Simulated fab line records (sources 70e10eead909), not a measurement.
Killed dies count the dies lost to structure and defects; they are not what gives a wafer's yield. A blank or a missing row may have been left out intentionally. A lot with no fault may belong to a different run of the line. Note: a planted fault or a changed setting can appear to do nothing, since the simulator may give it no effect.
Chamber matching / flow nand-harc / NHARC_A_STAIRCASE_DESCUM_252 on rie-diel-09 has 4 sister chambers
The step chemistry O2, time 3 s. 4 wafers are shown with their chamber, then 11 later ones without.

WAFERS PAIRED WITH THEIR CHAMBERS
wafer=L085.1; chamber=0; showerhead-plenum-p-Torr (Torr)=1.79
wafer=L085.2; chamber=3; showerhead-plenum-p-Torr (Torr)=1.92
wafer=L085.3; chamber=1; showerhead-plenum-p-Torr (Torr)=1.93
wafer=L086.3; chamber=2; showerhead-plenum-p-Torr (Torr)=2.06

WAFERS WITHOUT THEIR CHAMBER
wafer=L086.4; showerhead-plenum-p-Torr (Torr)=1.79
wafer=L086.6; showerhead-plenum-p-Torr (Torr)=1.92
wafer=L088.2; showerhead-plenum-p-Torr (Torr)=1.79
wafer=L088.4; showerhead-plenum-p-Torr (Torr)=2.06
wafer=L088.5; showerhead-plenum-p-Torr (Torr)=1.92
wafer=L089.2; showerhead-plenum-p-Torr (Torr)=1.78
wafer=L089.4; showerhead-plenum-p-Torr (Torr)=1.92
wafer=L089.5; showerhead-plenum-p-Torr (Torr)=2.06
wafer=L096.1; showerhead-plenum-p-Torr (Torr)=1.91
wafer=L096.2; showerhead-plenum-p-Torr (Torr)=1.78
wafer=L096.3; showerhead-plenum-p-Torr (Torr)=2.05

CHAMBER TAKEN BY EACH
wafer=L086.4; from the rows above=0; in truth=0
wafer=L086.6; from the rows above=can't be placed: 3 or 1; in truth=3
wafer=L088.2; from the rows above=0; in truth=0
wafer=L088.4; from the rows above=2; in truth=2
wafer=L088.5; from the rows above=can't be placed: 3 or 1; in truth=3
wafer=L089.2; from the rows above=0; in truth=0
wafer=L089.4; from the rows above=can't be placed: 3 or 1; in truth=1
wafer=L089.5; from the rows above=2; in truth=2
wafer=L096.1; from the rows above=can't be placed: 3 or 1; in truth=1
wafer=L096.2; from the rows above=0; in truth=0
wafer=L096.3; from the rows above=2; in truth=2
Correct placement for 7 of the 11. From these rows, 4 cannot be placed; in 4 the true chamber is one of the candidates. Number placed wrongly: 0.
How it was worked out, from the rows above alone: a wafer's distance from a chamber is the root of the sum, over the readings, of the square of ((its reading less the chamber's mean) divided by the reading's scatter). The wafer belongs to the nearest chamber; if the next one is less than 2 further off, it can't be placed. Each chamber's mean is taken over the wafers shown for it. The scatter: with one shown wafer a chamber, the root of the mean of the squares of how far each hidden wafer lies from its nearest shown one.
